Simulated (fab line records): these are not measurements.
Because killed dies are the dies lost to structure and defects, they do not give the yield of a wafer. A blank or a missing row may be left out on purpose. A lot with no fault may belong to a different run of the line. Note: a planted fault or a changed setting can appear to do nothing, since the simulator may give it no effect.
fab line records -- flow nand-harc
[record] lots = 5, wafers = 15, last-day = 33
route steps=1302 shown A_CONTACT@1034 END@1302
lots that met no fault: taken from a fault-free run of the same line
start-h: hours from the record's opening day to when the first of the lot's shown wafers began -- wait-h: hours from the lot's prior step to this one -- " unchanged from the row above -- L1.1+2: several wafers, shown together as one row -- - no value, or no start given -- * or withheld: withheld -- < > ~ a bound
route shown NAME@n: names a module that has steps shown in the file, with the first one's number in the route -- usual: average and standard deviation across the fault-free wafers -- same: alike in all rows -- chamber/n: place in a boat -- sites: the reading at each site -- _std_site: the standard deviation of these -- _edge_site: inner sites' mean taken away from outer sites' mean -- radius-mm: how far each site lies from the wafer's centre -- mask NAME#n: copy n -- behind: the tool/chamber that last shaped the wafer -- hold: cause of the lot's hold/its duration in hours/its outcome -- device: the n, p or np transistor that did not switch -- end of line: at the end of the route, the tests of the same wafers -- a step without rows: its recipe alone -- killed: the dies lost at the first sort to structure and to defects; this is not the yield of the wafer -- map: shows each die of a wafer: x if killed, . if not, _ if none is there
set.NAME: setting as actually run; set.NAME@STEP: the setting as run at that earlier step -- model.NAME: the simulator's own value behind a step, which no gauge read
lots seen at some steps along the route; tables by step, rows by wafer
services: from which hour (start-h, from the record's first day; less than 0 if before it) a tool's chamber was out of use, for how many hours, and why
[[steps]]
[step NHARC_A_CONTACT_SOFTBAKE_64]
[recipe] temp-c = 105, time-s = 55
[step NHARC_A_CONTACT_EBR_65]
[step NHARC_A_CONTACT_EXPOSE_66]
[recipe] na = 1.35, sigma-outer = 0.8, dose-mj = 59.02, mask-id = A_CC_2
[step NHARC_A_CONTACT_PEB_67]
[recipe] peb-temp-c = 100, peb-time-s = 65
[step NHARC_A_CONTACT_DEVELOP_68]
[recipe] develop-time-s = 35, dev-temp-c = 23
[step NHARC_A_CONTACT_CD_MEAS_69]
[recipe] target-cd-nm = 300, landing-energy-ev = 500
[usual] cd-nm = 299.8/0.66
lot.wafer,tool,chamber,start-h,wait-h,cd-nm
L520.1,cd-sem-01,0,501.74,-,300.3
L520.4,cd-sem-01,0,501.74,-,300.5
L520.6,cd-sem-01,0,501.74,-,299.7
L522.1,cd-sem-02,0,513.25,-,300.9
L522.2,cd-sem-02,0,513.25,-,300.2
L522.4,cd-sem-02,0,513.25,-,300.8
L539.2,cd-sem-03,0,679.53,-,300.1
L539.3,cd-sem-03,0,679.53,-,299.9
L539.4,cd-sem-03,0,679.53,-,299.6
L538.1,cd-sem-03,0,681.91,-,300.1
L538.2,cd-sem-03,0,681.91,-,299.7
L538.6,cd-sem-03,0,681.91,-,299.9
L542.1,cd-sem-03,0,716.80,-,299.2
L542.3,cd-sem-03,0,716.80,-,299.5
L542.6,cd-sem-03,0,716.80,-,299.4
[step NHARC_A_CONTACT_OVL_MEAS_70]
[usual] overlay-x-nm = 0.1/0.66, overlay-y-nm = -0.2/0.9
lot.wafer,tool,chamber,start-h,wait-h,overlay-x-nm,overlay-y-nm
L520.1,overlay-02,-,501.83,-,1.6,-1.9
L520.4,overlay-02,-,501.83,-,1.2,-1.3
L520.6,overlay-02,-,501.83,-,1.5,-1.3
L522.1,overlay-01,-,513.34,-,0.4,-1.3
L522.2,overlay-01,-,513.34,-,0.2,-1.3
L522.4,overlay-01,-,513.34,-,0.0,-0.9
L539.2,overlay-02,-,679.61,-,0.2,0.6
L539.3,overlay-02,-,679.61,-,0.4,0.7
L539.4,overlay-02,-,679.61,-,0.1,0.8
L538.1,overlay-02,-,682.00,-,0.1,-2.1
L538.2,overlay-02,-,682.00,-,0.4,-1.4
L538.6,overlay-02,-,682.00,-,1.0,-1.3
L542.1,overlay-02,-,716.89,-,-0.1,-0.3
L542.3,overlay-02,-,716.89,-,0.1,-0.6
L542.6,overlay-02,-,716.89,-,0.0,-1.0
[step NHARC_A_CONTACT_INSPECT_71]
[usual] raw-defect-count = 82/37
lot.wafer,tool,chamber,start-h,wait-h,raw-defect-count
L520.1,defect-inspect-01,-,501.86,0.0,11
L520.4,defect-inspect-01,-,501.86,0.0,14
L520.6,defect-inspect-01,-,501.86,0.0,15
L522.1,defect-inspect-01,-,513.37,0.0,137
L522.2,defect-inspect-01,-,513.37,0.0,129
L522.4,defect-inspect-01,-,513.37,0.0,138
L539.2,defect-inspect-02,-,679.65,0.0,100
L539.3,defect-inspect-02,-,679.65,0.0,91
L539.4,defect-inspect-02,-,679.65,0.0,107
L538.1,defect-inspect-02,-,682.04,0.0,58
L538.2,defect-inspect-02,-,682.04,0.0,61
L538.6,defect-inspect-02,-,682.04,0.0,53
L542.1,defect-inspect-02,-,716.92,0.0,88
L542.3,defect-inspect-02,-,716.92,0.0,97
L542.6,defect-inspect-02,-,716.92,0.0,99
[step NHARC_A_CONTACT_DESCUM_74]
[recipe] time-s = 3, o2-flow-sccm = 200, ar-flow-sccm = 0, bias-power-w = 0, chemistry = O2
[step NHARC_A_CONTACT_ETCH_75]
[recipe] target-depth-a = 390, over-etch-frac = 0.3, time-s = 65, ion-energy-ev = 80, cf4-flow-sccm = 150, ar-flow-sccm = 0, rf-w = 300, bias-w = 100, chemistry = CF4
[step NHARC_A_CONTACT_ETCH_76]
[recipe] target-depth-a = 2600, over-etch-frac = 0.3, time-s = 475.3, ion-energy-ev = 200, n2-flow-sccm = 150, h2-flow-sccm = 150, ar-flow-sccm = 0, rf-w = 400, bias-w = 150, chemistry = N2/H2
[usual] bias-w = 150.0/0.47, drypump-motor-current-A = 5.8/0.51, n2-flow-sccm = 150.0/0.47, oes-product-au = 1.003/0.012, rf-vpp-V = 429.6/2.9, showerhead-plenum-p-Torr = 2.01/0.11, throttle-valve-pct = 14.171/0.0086
lot.wafer,tool,chamber,start-h,wait-h,bias-w,drypump-motor-current-A,n2-flow-sccm,oes-product-au,rf-hours-counter-h,rf-vpp-V,showerhead-plenum-p-Torr,throttle-valve-pct
L520.1,rie-diel-13,2,-,-,151.0,5.9,150.5,0.997,25,427.4,1.93,14.180
L520.6,rie-diel-13,1,-,-,149.7,5.1,149.8,0.984,-,426.4,1.90,14.185
L520.4,rie-diel-13,2,-,-,150.1,5.9,150.0,0.998,-,427.9,1.93,14.185
L522.4,rie-diel-10,0,-,-,150.5,6.3,150.3,1.013,23,429.1,2.00,14.170
L522.1,rie-diel-10,1,-,-,150.1,6.1,150.2,0.999,27,427.5,1.97,14.170
L522.2,rie-diel-10,2,-,-,150.2,5.5,149.9,1.028,24,436.4,2.21,14.178
L539.4,rie-diel-13,1,-,-,149.3,5.2,150.1,0.994,24,427.9,1.89,14.175
L539.2,rie-diel-13,2,-,-,150.3,5.9,150.6,0.994,26,425.4,1.92,14.166
L539.3,rie-diel-13,3,-,-,150.0,5.2,149.9,0.992,27,427.5,1.92,14.173
L538.2,rie-diel-10,1,-,-,150.2,6.1,150.8,0.990,24,426.7,1.95,14.178
L538.1,rie-diel-10,3,-,-,150.2,6.2,149.6,1.002,22,429.9,2.04,14.164
L538.6,rie-diel-10,1,-,-,150.2,6.1,149.8,0.997,-,427.3,1.95,14.165
L542.3,rie-diel-13,3,-,-,150.9,5.2,150.4,0.999,2,427.4,1.92,14.175
L542.1,rie-diel-13,1,-,-,150.6,5.1,150.2,0.991,3,425.5,1.89,14.170
L542.6,rie-diel-13,3,-,-,150.6,5.1,150.1,1.003,-,428.1,1.92,14.176
[step NHARC_A_CONTACT_ETCH_77]
[recipe] target-depth-a = 1089, time-s = 54.5, cf4-flow-sccm = 100, chf3-flow-sccm = 30, ar-flow-sccm = 0, rf-w = 500, bias-w = 200, chemistry = CF4/CHF3
[usual] bias-w = 199.9/0.63, drypump-motor-current-A = 5.8/0.5, oes-product-au = 0.947/0.026, rf-vpp-V = 369.8/2.6, showerhead-plenum-p-Torr = 1.55/0.076, throttle-valve-pct = 16.803/0.0093
lot.wafer,tool,chamber,start-h,wait-h,bias-w,drypump-motor-current-A,oes-product-au,rf-hours-counter-h,rf-vpp-V,showerhead-plenum-p-Torr,throttle-valve-pct
L520.1,rie-diel-13,1,-,-,200.0,5.2,0.952,25,366.1,1.47,16.817
L520.6,rie-diel-13,0,-,-,200.7,6.5,0.953,-,373.8,1.67,16.800
L520.4,rie-diel-13,1,-,-,200.2,5.1,0.968,-,365.4,1.47,16.808
L522.1,rie-diel-10,2,-,-,199.5,5.5,0.945,24,376.7,1.69,16.793
L522.4,rie-diel-10,3,-,-,199.4,6.1,0.934,22,369.7,1.59,16.802
L522.2,rie-diel-10,1,-,-,200.0,6.1,0.924,27,367.7,1.53,16.809
L539.2,rie-diel-13,1,-,-,199.8,5.1,0.974,24,367.3,1.47,16.802
L539.4,rie-diel-13,3,-,-,200.0,5.2,0.966,28,367.7,1.49,16.800
L539.3,rie-diel-13,0,-,-,200.2,6.5,0.967,24,372.1,1.66,16.805
L538.1,rie-diel-10,3,-,-,200.6,6.1,0.929,22,371.7,1.57,16.787
L538.2,rie-diel-10,2,-,-,199.6,5.5,0.944,17,374.9,1.68,16.799
L538.6,rie-diel-10,3,-,-,199.2,6.1,0.933,-,371.3,1.57,16.792
L542.3,rie-diel-13,2,-,-,199.2,5.8,0.968,2,367.2,1.48,16.812
L542.1,rie-diel-13,3,-,-,200.0,5.2,0.978,2,367.0,1.49,16.805
L542.6,rie-diel-13,2,-,-,199.9,5.8,0.961,-,368.4,1.48,16.777
[step NHARC_A_CONTACT_ETCH_78]
[recipe] target-depth-a = 53000, over-etch-frac = 0.3, time-s = 1378, ion-energy-ev = 150, o2-flow-sccm = 400, cos-flow-sccm = 20, ar-flow-sccm = 0, rf-w = 500, bias-w = 300, chemistry = O2/COS
[usual] bias-w = 299.9/0.91, drypump-motor-current-A = 5.8/0.5, oes-product-au = 1.003/0.011, rf-vpp-V = 313.5/2.4, showerhead-plenum-p-Torr = 3.09/0.15, throttle-valve-pct = 28.331/0.0095
lot.wafer,tool,chamber,start-h,wait-h,bias-w,drypump-motor-current-A,oes-product-au,rf-hours-counter-h,rf-vpp-V,showerhead-plenum-p-Torr,throttle-valve-pct
L520.1,rie-diel-13,0,502.88,-,299.9,6.5,0.997,26,316.2,3.31,28.326
L520.4,rie-diel-13,2,502.88,-,299.3,5.9,0.999,-,311.8,2.96,28.332
L520.6,rie-diel-13,0,502.88,-,301.2,6.5,0.999,-,316.9,3.31,28.319
L522.4,rie-diel-10,2,514.04,-,300.5,5.5,1.031,24,316.8,3.36,28.322
L522.2,rie-diel-10,3,514.04,-,300.2,6.2,1.015,22,315.3,3.15,28.338
L522.1,rie-diel-10,1,514.04,-,299.2,6.1,1.004,27,313.5,3.03,28.334
L539.2,rie-diel-13,2,680.32,-,298.8,5.9,0.987,27,310.7,2.95,28.331
L539.4,rie-diel-13,3,680.32,-,301.2,5.2,0.993,28,312.0,2.96,28.322
L539.3,rie-diel-13,1,680.32,-,299.5,5.2,0.992,24,311.6,2.91,28.322
L538.1,rie-diel-10,1,682.88,-,300.8,6.2,1.001,24,310.9,3.00,28.323
L538.2,rie-diel-10,2,682.88,-,299.1,5.5,1.018,17,316.5,3.34,28.318
L538.6,rie-diel-10,0,682.88,-,301.4,6.3,1.000,-,313.1,3.04,28.340
L542.3,rie-diel-13,2,717.59,-,300.8,5.9,0.991,2,312.9,2.95,28.325
L542.1,rie-diel-13,0,717.59,-,302.4,6.5,1.018,3,317.8,3.29,28.343
L542.6,rie-diel-13,3,717.59,-,299.3,5.2,0.993,-,310.6,2.95,28.333
[step NHARC_A_CONTACT_ETCH_124]
[recipe] source-w = withheld, pressure-mtorr = 20, bias-v = withheld, time-s = 140, target-depth-a = 7000, ar-flow-sccm = withheld, c4f8-flow-sccm = withheld, o2-flow-sccm = withheld, chemistry = C4F8/O2/Ar
[step NHARC_A_CONTACT_ETCH_125]
[recipe] source-w = withheld, pressure-mtorr = 20, bias-v = 3000, time-s = 197, target-depth-a = 19180, ar-flow-sccm = withheld, c4f8-flow-sccm = withheld, o2-flow-sccm = withheld, chemistry = C4F8/O2/Ar
[step NHARC_A_CONTACT_ETCH_126]
[recipe] source-w = withheld, pressure-mtorr = 20, bias-v = 3000, time-s = 197, target-depth-a = 19180, ar-flow-sccm = withheld, c4f8-flow-sccm = withheld, o2-flow-sccm = withheld, chemistry = C4F8/O2/Ar
lot.wafer,tool,chamber,start-h,wait-h,rf-hours-counter-h
L520.1,har-cap-etch-02,1,504.11,0.1,79
L520.4,har-cap-etch-02,1,504.11,0.1,-
L520.6,har-cap-etch-02,1,504.11,0.1,-
L522.1,har-cap-etch-02,0,515.35,0.1,84
L522.2,har-cap-etch-02,1,515.35,0.1,84
L522.4,har-cap-etch-02,1,515.35,0.1,-
L539.2,har-cap-etch-03,0,681.67,0.1,76
L539.3,har-cap-etch-03,1,681.67,0.1,-
L539.4,har-cap-etch-03,0,681.67,0.1,-
L538.1,har-cap-etch-02,0,684.09,0.1,114
L538.2,har-cap-etch-02,1,684.09,0.1,114
L538.6,har-cap-etch-02,0,684.09,0.1,-
L542.1,har-cap-etch-03,1,718.92,0.1,83
L542.3,har-cap-etch-03,0,718.92,0.1,-
L542.6,har-cap-etch-03,0,718.92,0.1,-
[step NHARC_A_CONTACT_ETCH_127]
[recipe] source-w = withheld, pressure-mtorr = 20, bias-v = 3000, time-s = 197, target-depth-a = 19180, ar-flow-sccm = withheld, c4f8-flow-sccm = withheld, o2-flow-sccm = withheld, chemistry = C4F8/O2/Ar
lot.wafer,tool,chamber,start-h,wait-h,rf-hours-counter-h
L520.1,har-cap-etch-02,1,504.29,0.1,79
L520.4,har-cap-etch-02,1,504.29,0.1,-
L520.6,har-cap-etch-02,1,504.29,0.1,-
L522.1,har-cap-etch-02,0,515.52,0.1,84
L522.2,har-cap-etch-02,1,515.52,0.1,84
L522.4,har-cap-etch-02,1,515.52,0.1,-
L539.2,har-cap-etch-03,0,681.84,0.1,76
L539.3,har-cap-etch-03,1,681.84,0.1,-
L539.4,har-cap-etch-03,0,681.84,0.1,-
L538.1,har-cap-etch-02,0,684.26,0.1,114
L538.2,har-cap-etch-02,1,684.26,0.1,114
L538.6,har-cap-etch-02,0,684.26,0.1,-
L542.1,har-cap-etch-03,1,719.10,0.1,83
L542.3,har-cap-etch-03,0,719.10,0.1,-
L542.6,har-cap-etch-03,0,719.10,0.1,-
[step NHARC_A_CONTACT_ETCH_128]
[recipe] source-w = withheld, pressure-mtorr = 20, bias-v = 3000, time-s = 197, target-depth-a = 19180, ar-flow-sccm = withheld, c4f8-flow-sccm = withheld, o2-flow-sccm = withheld, chemistry = C4F8/O2/Ar
[step NHARC_A_CONTACT_ETCH_129]
[recipe] source-w = withheld, pressure-mtorr = 20, bias-v = 3000, time-s = 197, target-depth-a = 19180, ar-flow-sccm = withheld, c4f8-flow-sccm = withheld, o2-flow-sccm = withheld, chemistry = C4F8/O2/Ar
[step NHARC_A_CONTACT_ETCH_130]
[recipe] source-w = withheld, pressure-mtorr = 20, bias-v = 3000, time-s = 197, target-depth-a = 19180, ar-flow-sccm = withheld, c4f8-flow-sccm = withheld, o2-flow-sccm = withheld, chemistry = C4F8/O2/Ar
[step NHARC_A_CONTACT_ETCH_131]
[recipe] source-w = withheld, pressure-mtorr = 20, bias-v = 3000, time-s = 197, target-depth-a = 19180, ar-flow-sccm = withheld, c4f8-flow-sccm = withheld, o2-flow-sccm = withheld, chemistry = C4F8/O2/Ar
[step NHARC_A_CONTACT_ETCH_132]
[recipe] source-w = withheld, pressure-mtorr = 20, bias-v = 3000, time-s = 197, target-depth-a = 19240, ar-flow-sccm = withheld, c4f8-flow-sccm = withheld, o2-flow-sccm = withheld, chemistry = C4F8/O2/Ar
[step NHARC_A_CONTACT_ETCH_133]
[recipe] source-w = withheld, pressure-mtorr = 20, bias-v = 400, time-s = 374, target-depth-a = 16100, ar-flow-sccm = withheld, c4f8-flow-sccm = 11.5, o2-flow-sccm = 7.2, chemistry = C4F8/O2/Ar
[step NHARC_A_CONTACT_ETCH_91]
[recipe] target-depth-a = 400, over-etch-frac = 0.5, time-s = 85.7, ion-energy-ev = 120, ch3f-flow-sccm = 50, o2-flow-sccm = 30, ar-flow-sccm = 200, rf-w = 500, bias-w = 100, chemistry = CH3F/O2
[step NHARC_A_CONTACT_ETCH_97]
[recipe] target-depth-a = 200, over-etch-frac = 0.5, time-s = 10, ion-energy-ev = 250, c4f6-flow-sccm = 25, o2-flow-sccm = 20, ar-flow-sccm = 500, rf-w = 600, bias-w = 500, chemistry = C4F6/O2
[step NHARC_A_CONTACT_CD_MEAS_80]
[usual] cd-nm = 289.4/0.85
lot.wafer,tool,chamber,start-h,wait-h,cd-nm
L520.1,cd-sem-01,-,506.36,-,288.5
L520.4,cd-sem-01,-,506.36,-,288.4
L520.6,cd-sem-01,-,506.36,-,288.1
L522.1,cd-sem-03,-,517.62,-,289.0
L522.2,cd-sem-03,-,517.62,-,289.9
L522.4,cd-sem-03,-,517.62,-,290.0
L539.2,cd-sem-03,-,683.87,-,290.3
L539.3,cd-sem-03,-,683.87,-,290.3
L539.4,cd-sem-03,-,683.87,-,289.6
L538.1,cd-sem-02,-,686.33,-,287.7
L538.2,cd-sem-02,-,686.33,-,287.5
L538.6,cd-sem-02,-,686.33,-,287.8
L542.1,cd-sem-02,-,721.12,-,289.9
L542.3,cd-sem-02,-,721.12,-,290.1
L542.6,cd-sem-02,-,721.12,-,290.6
[step NHARC_A_CONTACT_STRIP_103]
[recipe] n2-flow-sccm = 150, h2-flow-sccm = 150, ar-flow-sccm = 0, bias-w = 0, chemistry = N2/H2
[step NHARC_A_CONTACT_STRIP_104]
[recipe] cf4-flow-sccm = 100, chf3-flow-sccm = 30, ar-flow-sccm = 0, bias-w = 0, chemistry = CF4/CHF3
[step NHARC_A_CONTACT_STRIP_105]
[recipe] o2-flow-sccm = 400, cos-flow-sccm = 20, ar-flow-sccm = 0, bias-w = 0, chemistry = O2/COS
[step NHARC_A_CONTACT_ETCH_106]
[recipe] target-depth-a = 900, overetch-a = 90, time-s = 49.5, ion-energy-ev = 100, cf4-flow-sccm = 80, o2-flow-sccm = 20, ar-flow-sccm = 0, rf-w = 300, bias-w = 100, chemistry = CF4/O2
[step NHARC_A_CONTACT_STRIP_82]
[recipe] o2-flow-sccm = 500, ar-flow-sccm = 0, bias-w = 0, chemistry = O2
[step NHARC_A_CONTACT_STRIP_83]
[recipe] time-s = 600, temp-c = 30, chemistry = post-etch-residue-remover
[step NHARC_A_CONTACT_DEP_84]
[recipe] target-thk-a = 28000, temp-c = 400, material = aC
[usual] throttle-valve-pct = 34.999/0.009
lot.wafer,tool,chamber,start-h,wait-h,throttle-valve-pct
L520.1,acl-dep-01,0,507.31,-,34.994
L520.4,acl-dep-01,0,507.31,-,34.995
L520.6,acl-dep-01,0,507.31,-,35.003
L522.1,acl-dep-03,0,518.88,-,35.013
L522.2,acl-dep-03,0,518.88,-,34.994
L522.4,acl-dep-03,0,518.88,-,35.019
L539.2,acl-dep-03,0,685.10,-,35.001
L539.3,acl-dep-03,0,685.10,-,34.994
L539.4,acl-dep-03,0,685.10,-,35.005
L538.1,acl-dep-03,0,688.35,-,34.988
L538.2,acl-dep-03,0,688.35,-,34.997
L538.6,acl-dep-03,0,689.76,-,35.010
L542.1,acl-dep-03,0,726.91,-,35.004
L542.3,acl-dep-03,0,726.91,-,35.009
L542.6,acl-dep-03,0,726.91,-,35.002
[step NHARC_A_CONTACT_DEP_85]
[recipe] target-thk-a = 600, target-thk-nm = 60, temp-c = 400, pressure-torr = 3.5, flow-sccm = 200, rf-w = 350, material = SiON
[step NHARC_A_CONTACT_DEHYDRATE_00]
[recipe] temp-c = 150, time-s = 120
[step NHARC_A_CONTACT_HMDS_01]
[recipe] time-s = 30
[step NHARC_A_CONTACT_COAT_86]
[recipe] temp-c = 260, time-s = 75
[step NHARC_A_CONTACT_COAT_87]
[recipe] temp-c = 225, time-s = 65
[step NHARC_A_CONTACT_COAT_02]
[recipe] spin-rpm = 1500, resist-thk-nm = 90
[step NHARC_A_CONTACT_SOFTBAKE_03]
[recipe] temp-c = 105, time-s = 55
[step NHARC_A_CONTACT_EBR_04]
[step NHARC_A_CONTACT_EXPOSE_05]
[recipe] na = 1.35, sigma-outer = 0.8, dose-mj = 84.24, mask-id = A_CC
[step NHARC_END_SORT_01]
[recipe] temp-c = 25
[usual] killed-at-array = 53/20, killed-at-other = 1/1.2, killed-at-periphery = 3.7/2.6, killed-dies = 58/20, killed-open = 3.5/1.8, killed-short = 2.4/1.7
[same] gross-dies = 677
lot.wafer,tool,chamber,start-h,wait-h,killed-at-array,killed-at-other,killed-at-periphery,killed-dies,killed-open,killed-short
L538.1,prober-01,0,737.91,2.5,119,0,2,121,4,1
// killed by level:class
L538.1 A_CONTACT:unspecified=74 A_CHANNEL_HOLE_D1:chamber-film-flake=32 A_SLIT:chamber-film-flake=4 A_CONTACT:chamber-film-flake=4 P_CONTACT:geometric-particle:open=1 P_M2:geometric-particle:open=1 A_SGD_CUT:geometric-particle:short=1 A_BLC:geometric-particle:open=1
// map L538.1 (x killed, . not)
____________.____________
_________......._________
_______..........._______
______.............______
_____..............._____
____....x...xxx......____
____............x....____
___........xxxxx......___
___.........xx.x......___
__........xxxxxx.......__
__..........xxxxx......__
_.........x..x..x.x.x..._
_..........xxx.x........_
_...........x.x........._
_x..................xx.._
_..........x.x.x.....xxx_
.x..................xxxx.
..................xxxxxx.
..................xxxxxxx
................x.xxxxxxx
.................xxxxxxxx
_................xxxxxxx_
_..........x.....xxxxxxx_
_................xxxxxxx_
_..........x.......xxxxx_
_...........x.....xxxxxx_
__.................xxxx__
__............x........__
___...................___
___...................___
____.................____
____............x....____
_____..............._____
______..x..x.......______
_______..........._______
_________......._________
____________.____________
// map L522.2 (x killed, . not)
____________.____________
_________......._________
_______....x......_______
______.............______
_____..............._____
____.................____
____...x.............____
___..x..x.............___
___...x...............___
__xxxxxxx..............__
__..xxxx.x.............__
_.x.xxxxx....x...x......_
_..xxxxxxx.............._
_..xxxxx.x.............._
_...xxx.x..............._
_....xxx.x.............._
.....xx.x................
.........................
......................x..
......x.......x..........
...................x.....
_......................._
_......................._
_....................x.._
_.........x.......xxxx.._
_.................x..x.._
__..............x.xxx..__
__...............x.xxxx__
___....x..........x.x.___
___................x..___
____................x____
____.................____
_____..............._____
______.............______
_______..........._______
_________......._________
____________.____________
[[services]]
tool,chamber,start-h,hours,kind
acl-dep-03,-,483.10,13.0,pm
rie-diel-13,0,499.69,-,clean
rie-diel-13,1,499.69,-,clean
rie-diel-13,2,499.69,-,clean
rie-diel-13,3,499.69,-,clean
rie-diel-13,2,515.42,8.9,repair
rie-diel-13,-,519.50,9.0,pm
rie-diel-13,0,519.50,9.0,vent-cycle
rie-diel-13,1,519.50,9.0,vent-cycle
har-cap-etch-03,-,551.01,1.0,repair
acl-dep-01,-,552.50,13.0,pm
rie-diel-13,0,581.21,2.0,repair
rie-diel-10,2,582.99,5.5,repair
rie-diel-10,-,602.53,9.0,pm
rie-diel-10,2,621.33,14.7,repair
rie-diel-13,2,656.08,23.4,repair
rie-diel-13,0,658.12,8.8,repair
rie-diel-13,-,661.48,13.2,repair
acl-dep-03,-,664.56,13.0,pm
har-cap-etch-02,-,680.07,1.0,repair
rie-diel-13,-,681.11,1.4,repair
rie-diel-13,-,696.50,9.0,pm
har-cap-etch-03,-,716.22,0.6,repair
rie-diel-10,1,722.44,14.7,repair
[[key]]
[first-sign] step = NHARC_END_SORT_01, reading = killed-at-array, direction = up, sigmas = 3.4, usual = 53, struck = 119
[effect] step = NHARC_END_SORT_01, reading = killed-dies, direction = up, sigmas = 3.2, usual = 58, struck = 121
[more-kills-born-at] NHARC_A_CONTACT_ETCH_78@rie-diel-10 = 74
met-at NHARC_A_CONTACT_ETCH_78
struck-wafers L538.1
tester-left-out L538
onset-between 514.04 682.88
[fault] kind = chamber-particle-source, tool = rie-diel-10, chamber = 1, onset-h = 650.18, steps = NHARC_A_CONTACT_ETCH_78, rate-per-visit-cm2 = 0.85584, end-h = 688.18
// tester-left-out: of these lots the tester's yield and bins aren't shown, on N5 and GAA mostly nor the transistor test; their killed dies are dies lost to structure and defects alone, not to doping, threshold or leakage, so they don't give the yield
